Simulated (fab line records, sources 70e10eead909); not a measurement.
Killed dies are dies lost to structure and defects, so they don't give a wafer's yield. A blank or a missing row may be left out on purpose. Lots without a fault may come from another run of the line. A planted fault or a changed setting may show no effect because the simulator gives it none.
fab line records | flow nand_harc | part 1 of 2: steps 1 to 4 of 6
record lots=23 wafers=69 last_day=34
route steps=1302 shown P_GATE@155 P_M0@270 P_M2@331
lots that met no fault: from a run of the same line without faults
start_h: hours from the record's first day to the start of the lot's first wafer shown | wait_h: hours since the lot's step before | " the same as in the row above | L1.1+2: a row that stands for several wafers | - no value, or no start given | * or withheld: withheld | < > ~ a bound
route shown NAME@n: a module of which the file shows steps, and the number in the route of the first | usual: mean/standard deviation of fault-free wafers | same: alike in all rows | chamber/n: place in a boat | sites: the reading at each site | _std_site: their standard deviation | _edge_site: outer sites' mean less inner sites' | radius_mm: how far each site lies from the wafer's centre | mask NAME#n: copy n | behind: the tool/chamber that last shaped the wafer | hold: why the lot was held/for how many hours/how that ended | device: the transistor (n, p or np) that didn't switch | end of line: the same wafers' tests at the end of the route | a step without rows: its recipe alone | killed: dies lost to structure and defects at the first sort, not the wafer's yield | map: a wafer's dies, x killed, . not, _ none there
set.NAME: the setting as run; set.NAME@STEP: as run at that earlier step | model.NAME: the simulator's own value behind a step, which no gauge read
steps of the route over a sample of lots; a table a step, a row a wafer
services: from which hour (start_h, from the record's first day; less than 0 if before it) a tool's chamber was out of use, for how many hours, and why
## steps
# step NHARC_P_GATE_ALD_36
# recipe target_thk_a=200 pulse_time_s=60 ald_cycles=223 temp_c=400 material=SiNx
# usual heater_power_w=825/79 precursor_pulse_height_rel=1.003/0.02 susceptor_temp_C=400.00/0.22
# columns lot.wafer tool chamber start_h wait_h heater_power_w precursor_pulse_height_rel since_wet_clean_h susceptor_temp_C
L075.3 ald_sin-01 0 114.91 - 880 1.001 63 400.03
L075.2 " 2 117.04 - 810 0.989 65 400.33
L075.5 " 0 119.17 - 852 0.995 - 399.62
L076.2 ald_sin-02 3 115.80 - 693 0.969 158 399.86
L076.4 " 1 117.90 - 860 0.978 161 399.85
L076.5 " 3 120.00 - 693 1.065 - 399.96
L077.2 ald_sin-03 1 125.40 - 742 1.003 121 -
L077.1 " 2 126.44 - 874 1.016 122 -
L077.3 " 0 128.52 - 895 1.001 124 -
L078.1 ald_sin-02 0 138.15 - 991 1.020 3 399.94
L078.4 " 1 139.19 - 811 0.992 4 400.09
L078.3 " 2 140.23 - 759 0.995 5 400.17
L079.2 ald_sin-01 2 145.18 - 810 0.991 93 400.10
L079.4 " 3 146.24 - 782 0.997 94 399.82
L079.1 " 1 148.37 - 947 1.027 96 400.00
L080.3 ald_sin-03 3 158.05 - 881 1.005 154 399.78
L080.1 " 0 159.10 - 855 1.005 155 399.81
L080.5 " 2 161.20 - 857 0.980 - 400.07
L082.3 ald_sin-02 3 174.78 - 700 1.006 39 399.92
L082.1 " 0 175.84 - 977 0.996 40 400.25
L082.6 " 2 177.97 - 758 1.002 - 399.82
L081.1 ald_sin-01 2 174.95 - 810 1.008 123 400.13
L081.4 " 3 176.01 - 764 1.021 124 400.15
L081.3 " 0 177.08 - 844 1.000 125 399.79
L083.4 ald_sin-03 2 189.24 - 830 0.968 7 399.74
L083.1 " 1 192.41 - 797 1.013 10 399.84
L083.6 " 3 194.52 - 807 1.013 - 399.92
L084.2 ald_sin-02 2 198.34 - 758 1.002 63 399.99
L084.5 " 1 201.52 - 818 0.999 - 399.75
L084.6 " 2 202.59 - 746 1.000 - 400.14
L085.1 ald_sin-01 2 206.12 - 819 1.015 154 400.04
L085.3 " 3 207.18 - 790 0.998 155 400.21
L085.2 " 0 208.23 - 857 1.029 156 399.77
L086.3 ald_sin-03 0 217.81 - 848 1.018 35 400.07
L086.4 " 1 218.86 - 796 1.002 36 400.01
L086.6 " 3 220.96 - 827 0.971 - 399.93
L087.2 ald_sin-02 2 230.55 - 768 0.961 95 399.87
L087.6 " 1 233.73 - 795 1.008 - 400.07
L087.5 " 2 234.79 - 751 1.013 - 399.91
L088.2 ald_sin-01 2 243.95 - 852 1.014 14 -
L088.4 " 1 247.06 - 959 0.982 17 -
L088.5 " 2 248.10 - 829 0.997 - -
L089.2 ald_sin-03 2 245.16 - 828 0.995 63 400.39
L089.4 " 3 246.22 - 809 1.034 64 399.87
L089.5 " 2 249.40 - 829 1.010 - 400.23
L090.4 ald_sin-02 2 260.88 - 760 1.017 126 400.33
L090.3 " 0 262.98 - 979 0.957 128 399.96
L090.6 " 3 266.12 - 699 1.006 - 400.01
L091.4 ald_sin-01 0 275.42 - 928 0.998 45 400.27
L091.3 " 1 276.47 - 983 0.994 46 400.18
L091.6 " 3 278.59 - 773 1.011 - 399.68
L092.2 ald_sin-03 2 276.10 - 815 1.031 94 399.99
L092.4 " 3 277.15 - 813 0.993 95 399.49
L092.6 " 2 280.31 - 835 0.989 - 399.90
L093.2 ald_sin-02 3 285.53 - 673 1.032 150 399.82
L093.6 " 2 288.67 - 750 1.007 - 400.04
L093.5 " 3 289.71 - 689 1.012 - 399.66
L094.2 ald_sin-01 1 298.57 - 975 0.999 68 400.25
L094.4 " 2 299.61 - 855 1.010 69 399.85
L094.6 " 0 301.70 - 908 1.028 - 399.90
L095.4 ald_sin-03 1 311.28 - 792 0.979 129 399.95
L095.2 " 3 313.40 - 811 1.031 131 400.09
L095.6 " 1 315.51 - 786 1.025 - 399.60
L096.1 ald_sin-03 3 325.15 - 806 0.994 143 399.85
L096.3 " 0 326.21 - 833 1.036 144 399.87
L096.2 " 1 327.28 - 790 1.018 145 400.07
L097.2 ald_sin-02 0 332.60 - 961 1.000 19 399.77
L097.4 " 1 333.66 - 787 0.985 20 400.02
L097.6 " 3 335.78 - 684 0.998 - 400.14
# step NHARC_P_GATE_ETCHBACK_37
# recipe target_depth_a=345 time_s=17.2 chf3_flow_sccm=50 o2_flow_sccm=10 ar_flow_sccm=200 rf_w=500 bias_w=200 chemistry=CHF3/O2
# usual drypump_motor_current_A=5.8/0.51 oes_product_au=0.94/0.031 rf_vpp_V=370.8/2.5 showerhead_plenum_p_Torr=2.41/0.11 throttle_valve_pct=20.573/0.0083
# columns lot.wafer tool chamber start_h wait_h drypump_motor_current_A oes_product_au rf_hours_counter_h rf_vpp_V showerhead_plenum_p_Torr throttle_valve_pct
L076.2 rie_diel-03 2 - - 6.6 0.93 1.3 374.0 2.54 20.581
L076.5 " 3 " " 5.6 0.93 - 366.0 2.25 20.582
L076.4 " 1 " " 4.7 0.94 - 374.1 2.51 20.575
L075.2 rie_diel-13 0 - - 5.9 0.92 7.6 372.0 2.48 20.566
L075.3 " 1 " " 6.1 0.91 6.5 370.3 2.43 20.574
L075.5 " 1 " " 6.1 0.93 - 372.4 2.43 20.580
L077.2 rie_diel-03 3 - - 5.5 0.94 1.3 367.0 2.25 20.567
L077.3 " 1 " " 4.7 0.92 1.0 371.6 2.51 20.569
L077.1 " 2 " " 6.6 0.93 1.4 374.9 2.54 20.582
L078.3 rie_diel-02 3 - - 5.4 0.91 7.0 367.5 2.27 20.565
L078.4 " 0 " " 6.3 0.93 6.3 372.5 2.47 20.590
L078.1 " 1 " " 6.0 0.92 7.3 375.0 2.56 20.570
L079.4 rie_diel-13 2 - - 5.2 0.99 8.7 368.4 2.25 20.583
L079.1 " 3 " " 6.2 0.99 7.3 369.0 2.33 20.558
L079.2 " 1 " " 6.1 1.00 9.3 371.9 2.43 20.583
L080.1 rie_diel-02 2 - - 5.7 0.94 7.1 368.8 2.37 20.562
L080.3 " 0 " " 6.3 0.93 7.0 372.7 2.47 20.569
L080.5 " 2 " " 5.7 0.93 - 372.0 2.37 20.571
L082.1 rie_diel-13 0 - - 5.9 0.99 0.5 370.6 2.48 20.560
L082.3 " 1 " " 6.1 0.99 0.5 371.0 2.43 20.562
L082.6 " 3 " " 6.2 0.99 - 368.0 2.33 20.588
L081.1 rie_diel-03 1 - - 4.7 0.93 4.2 373.0 2.51 20.583
L081.3 " 2 " " 6.6 0.94 3.2 374.6 2.54 20.556
L081.4 " 3 " " 5.5 0.93 4.1 367.4 2.25 20.577
L083.4 rie_diel-03 0 - - 5.8 0.92 4.7 371.7 2.44 20.595
L083.1 " 3 " " 5.6 0.92 4.9 367.1 2.25 20.587
L083.6 " 0 " " 5.8 0.92 - 372.4 2.44 20.584
L084.2 rie_diel-13 2 - - 5.2 0.93 1.9 369.1 2.25 20.576
L084.5 " 2 " " 5.2 0.93 - 368.3 2.25 20.577
L084.6 " 0 " " 5.9 0.92 - 372.2 2.48 20.572
L085.2 rie_diel-03 1 - - 4.7 0.93 5.8 373.5 2.51 20.589
L085.3 " 3 " " 5.6 0.93 5.6 366.8 2.25 20.587
L085.1 " 0 " " 5.8 0.92 5.7 371.8 2.44 20.571
L086.3 rie_diel-03 2 - - 6.6 0.97 5.5 373.7 2.53 20.559
L086.4 " 3 " " 5.6 0.99 6.5 367.4 2.25 20.564
L086.6 " 2 " " 6.6 0.97 - 372.9 2.53 20.580
L087.2 rie_diel-02 2 - - 5.7 1.00 0.4 370.7 2.37 20.565
L087.5 " 2 " " 5.7 1.00 - 369.7 2.37 20.588
L087.6 " 3 " " 5.4 1.00 - 366.7 2.27 20.570
L088.4 rie_diel-03 2 - - 6.6 0.92 7.6 373.3 2.53 20.564
L088.2 " 3 " " 5.6 0.94 8.7 366.2 2.25 20.567
L088.5 " 2 " " 6.6 0.93 - 372.8 2.53 20.567
L089.2 rie_diel-02 0 - - 6.3 0.92 1.0 371.2 2.47 20.568
L089.4 " 1 " " 6.0 0.93 0.7 374.3 2.56 20.566
L089.5 " 2 " " 5.7 0.93 - 369.4 2.37 20.573
L090.3 rie_diel-02 3 - - 5.4 0.94 1.1 368.5 2.27 20.569
L090.4 " 0 " " 6.3 0.92 1.1 371.6 2.47 20.577
L090.6 " 3 " " 5.4 0.93 - 366.0 2.26 20.585
L091.3 rie_diel-13 2 - - 5.2 0.93 6.5 367.3 2.25 20.570
L091.4 " 3 " " 6.2 0.93 7.0 369.5 2.33 20.575
L091.6 " 2 " " 5.2 0.93 - 367.2 2.25 20.570
L092.2 rie_diel-13 3 - - 6.2 0.91 7.1 367.5 2.33 20.573
L092.4 " 2 " " 5.2 0.92 6.7 367.6 2.25 20.577
L092.6 " 3 " " 6.2 0.92 - 370.1 2.33 20.585
L093.2 rie_diel-03 3 - - 5.6 1.00 0 367.7 2.24 20.560
L093.5 " 2 " " 6.6 0.99 - 373.8 2.53 20.572
L093.6 " 3 " " 5.5 1.00 - 367.9 2.24 20.580
L094.4 rie_diel-02 2 - - 5.7 0.91 3.3 367.6 2.36 20.567
L094.2 " 3 " " 5.4 0.92 3.1 368.7 2.27 20.578
L094.6 " 2 " " 5.7 0.92 - 370.2 2.36 20.580
L095.4 rie_diel-03 2 - - 6.6 0.92 1.9 373.0 2.53 20.570
L095.2 " 0 " " 5.8 0.94 0.4 372.2 2.44 20.571
L095.6 " 2 " " 6.6 0.92 - 372.0 2.53 20.565
L096.3 rie_diel-02 2 - - 5.7 0.93 3.6 370.7 2.36 20.574
L096.2 " 3 " " 5.4 0.91 3.4 368.2 2.26 20.566
L096.1 " 0 " " 6.3 0.93 3.1 370.6 2.47 20.560
L097.4 rie_diel-02 0 - - 6.3 0.92 3.2 372.7 2.47 20.573
L097.2 " 3 " " 5.4 0.93 3.6 367.7 2.26 20.568
L097.6 " 1 " " 6.0 0.92 - 373.4 2.56 20.579
# step NHARC_P_GATE_STRIP_75
# recipe power_w=1500 temp_c=250 chemistry=O2
# usual drypump_motor_current_A=5.9/0.62 heater_power_w=343/49
# columns lot.wafer tool chamber start_h wait_h drypump_motor_current_A heater_power_w rf_hours_counter_h
L076.2 plasma_asher-01 1 126.09 0.2 6.5 350 28
L076.4 " 0 " " 5.0 325 -
L076.5 " 0 " " 4.9 331 -
L075.2 plasma_asher-01 1 126.46 0.2 6.5 336 29
L075.3 " 0 " " 4.9 326 -
L075.5 " 0 " " 4.9 331 -
L077.2 plasma_asher-01 1 136.67 0.3 6.5 345 32
L077.1 " 0 " " 4.9 329 32
L077.3 " 0 " " 4.9 330 -
L078.1 plasma_asher-01 1 149.43 0.2 6.5 354 35
L078.3 " 0 " " 4.9 337 -
L078.4 " 1 " " 6.5 350 -
L079.1 plasma_asher-01 1 156.58 0.3 6.5 338 38
L079.2 " 0 " " 4.9 336 38
L079.4 " 1 " " 6.5 339 -
L080.1 plasma_asher-02 1 167.27 0.2 5.9 285 17
L080.3 " 1 " " 5.9 280 -
L080.5 " 1 " " 5.9 272 -
L082.1 plasma_asher-02 0 185.13 0.2 6.2 421 21
L082.3 " 1 " " 5.9 279 -
L082.6 " 0 " " 6.2 423 -
L081.1 plasma_asher-01 0 185.30 0.2 4.9 310 2
L081.4 " 0 " " 4.9 309 -
L081.3 " 1 " " 6.5 361 -
L083.1 plasma_asher-01 0 200.48 0.2 4.9 299 4
L083.4 " 1 " " 6.5 359 -
L083.6 " 0 " " 4.9 319 -
L084.2 plasma_asher-02 0 208.70 0.2 6.2 430 26
L084.5 " 1 " " 5.9 286 -
L084.6 " 0 " " 6.2 422 -
L085.1 plasma_asher-02 1 217.49 0.2 5.9 286 28
L085.2 " 0 " " 6.2 431 28
L085.3 " 0 " " 6.2 428 -
L086.4 plasma_asher-02 1 227.06 0.2 5.9 278 -
L086.3 " 0 " " 6.2 406 -
L086.6 " 1 " " 5.9 276 -
L087.2 plasma_asher-02 0 240.75 0.3 6.2 413 32
L087.5 " 0 " " 6.2 426 -
L087.6 " 1 " " 5.9 276 -
L088.2 plasma_asher-01 1 258.86 0.2 6.5 368 14
L088.4 " 0 " " 4.9 311 -
L088.5 " 0 " " 5.0 307 -
L089.2 plasma_asher-02 1 259.03 0.2 5.9 281 1
L089.4 " 1 " " 5.9 286 -
L089.5 " 0 " " 6.2 430 -
L090.4 plasma_asher-01 0 272.11 0.2 4.9 306 -
L090.3 " 1 " " 6.5 360 -
L090.6 " 1 " " 6.5 357 -
L091.4 plasma_asher-01 0 285.75 0.2 4.9 313 -
L091.3 " 1 " " 6.5 365 -
L091.6 " 1 " " 6.5 375 -
L092.2 plasma_asher-02 1 286.47 0.2 5.9 291 7
L092.4 " 0 " " 6.2 432 -
L092.6 " 1 " " 5.9 287 -
L093.2 plasma_asher-01 1 295.65 0.2 6.5 363 23
L093.5 " 1 " " 6.5 364 -
L093.6 " 0 " " 4.9 314 -
L094.2 plasma_asher-01 1 308.82 0.3 6.5 362 25
L094.4 " 1 " " 6.5 365 -
L094.6 " 1 " " 6.5 363 -
L095.2 plasma_asher-02 0 321.60 0.2 6.2 416 11
L095.4 " 1 " " 5.9 283 -
L095.6 " 1 " " 5.9 274 -
L096.1 plasma_asher-01 0 336.43 0.3 4.9 318 32
L096.2 " 1 " " 6.5 369 32
L096.3 " 0 " " 4.9 308 -
L097.2 plasma_asher-02 1 343.04 0.2 5.9 290 17
L097.4 " 1 " " 5.9 288 -
L097.6 " 1 " " 5.9 284 -
# step NHARC_P_GATE_CD_MEAS_59
# recipe target_cd_nm=720 landing_energy_ev=500
# usual cd_nm=720.1/1.1
# columns lot.wafer tool chamber start_h wait_h cd_nm
L076.2 cd_sem-02 0 126.88 - 718.5
L076.4 " 0 " " 718.8
L076.5 " 0 " " 720.4
L075.2 cd_sem-02 0 127.38 - 719.3
L075.3 " 0 " " 720.9
L075.5 " 0 " " 721.2
L077.1 cd_sem-01 0 137.59 - 720.2
L077.2 " 0 " " 720.9
L077.3 " 0 " " 720.3
L078.1 cd_sem-03 0 150.22 - 719.6
L078.3 " 0 " " 719.0
L078.4 " 0 " " 721.2
L079.1 cd_sem-03 0 157.38 - 719.4
L079.2 " 0 " " 720.8
L079.4 " 0 " " 720.1
L080.1 cd_sem-02 0 168.07 - 721.3
L080.3 " 0 " " 721.0
L080.5 " 0 " " 720.9
L082.1 cd_sem-03 0 186.04 - 720.9
L082.3 " 0 " " 718.5
L082.6 " 0 " " 718.7
L081.1 cd_sem-01 0 186.22 - 719.6
L081.3 " 0 " " 719.3
L081.4 " 0 " " 720.7
L083.1 cd_sem-01 0 201.26 - 720.0
L083.4 " 0 " " 718.1
L083.6 " 0 " " 719.1
L084.2 cd_sem-01 0 209.62 - 720.6
L084.5 " 0 " " 720.2
L084.6 " 0 " " 721.3
L085.1 cd_sem-03 0 218.42 - 719.9
L085.2 " 0 " " 720.9
L085.3 " 0 " " 722.8
L086.3 cd_sem-02 0 227.97 - 719.9
L086.4 " 0 " " 719.4
L086.6 " 0 " " 720.5
L087.2 cd_sem-01 0 241.68 - 718.1
L087.5 " 0 " " 718.5
L087.6 " 0 " " 719.0
L088.2 cd_sem-02 0 259.77 - 719.7
L088.4 " 0 " " 718.9
L088.5 " 0 " " 719.1
L089.2 cd_sem-02 0 259.96 - 721.3
L089.4 " 0 " " 720.1
L089.5 " 0 " " 721.3
L090.3 cd_sem-03 0 273.02 - 720.4
L090.4 " 0 " " 719.5
L090.6 " 0 " " 719.1
L091.3 cd_sem-01 0 286.71 - 720.1
L091.4 " 0 " " 719.3
L091.6 " 0 " " 721.3
L092.2 cd_sem-03 0 287.39 - 719.7
L092.4 " 0 " " 718.8
L092.6 " 0 " " 720.6
L093.2 cd_sem-01 0 296.58 - 721.7
L093.5 " 0 " " 721.1
L093.6 " 0 " " 720.4
L094.2 cd_sem-01 0 309.74 - 724.1
L094.4 " 0 " " 720.5
L094.6 " 0 " " 721.2
L095.2 cd_sem-03 0 322.52 - 722.2
L095.4 " 0 " " 721.1
L095.6 " 0 " " 721.4
L096.1 cd_sem-03 0 337.35 - 719.4
L096.2 " 0 " " 719.9
L096.3 " 0 " " 718.5
L097.2 cd_sem-01 0 343.96 - 720.4
L097.4 " 0 " " 716.8
L097.6 " 0 " " 719.7
